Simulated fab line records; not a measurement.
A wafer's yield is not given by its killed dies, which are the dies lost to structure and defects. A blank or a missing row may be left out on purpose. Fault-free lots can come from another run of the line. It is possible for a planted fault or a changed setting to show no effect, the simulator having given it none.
Which tool was responsible?    flow n5 finfet    11 lots, 33 wafers sampled, at 1 step of a route of 1938

## WHAT THE GAUGES READ, wafer by wafer
N5_BEOL_M8_OVL_MEAS_29.
lot   measured      on          V7_OVL (nm)
L075  day 10 01:54  overlay-01  0.5 0.4 0.7
L076  day 10 01:59  overlay-01  0.9 0.2 0.1
L079  day 10 22:43  overlay-01  -0.4 -0.5 -0.9
L081  day 11 04:10  overlay-01  -0.5 0.1 -0.4
L083  day 11 20:39  overlay-01  0.5 -0.2 -0.2
L086  day 12 05:10  overlay-02  0.8 0.9 1.5
L087  day 13 02:46  overlay-02  -0.1 -0.6 0.7
L092  day 13 17:53  overlay-01  -1.0 -0.5 0.6
L091  day 14 02:19  overlay-01  -0.1 -0.9 -0.8
L094  day 14 21:02  overlay-02  1.6 1.3 0.4
L096  day 15 04:46  overlay-02  1.5 -0.2 -0.7

## EACH LOT AND THE TOOL THAT RAN IT (in order: tool; ch and the chambers of the sampled wafers; start)
The record holds no process step before these readings.

## THE ANSWER, worked out from the rows above alone
Rule: the usual values come from the lots themselves. Put in order of their means at a reading, lots are off if they are a third of the lots or fewer, leave a main group of 4 or more, and stand apart from it by a gap of 3 or more times the standard deviation of the main group's means; of several such gaps the widest counts. The tables above print the reading to a certain number of digits; a main group whose means all agree to those digits is not used. Also off: a lot with no number at a reading for which 4 or more lots have one. Any other lot the step has rows for is counted as sound.
None of the lots is off at any reading shown; this tells nothing.

## WHAT THE SIMULATOR HAD PUT IN
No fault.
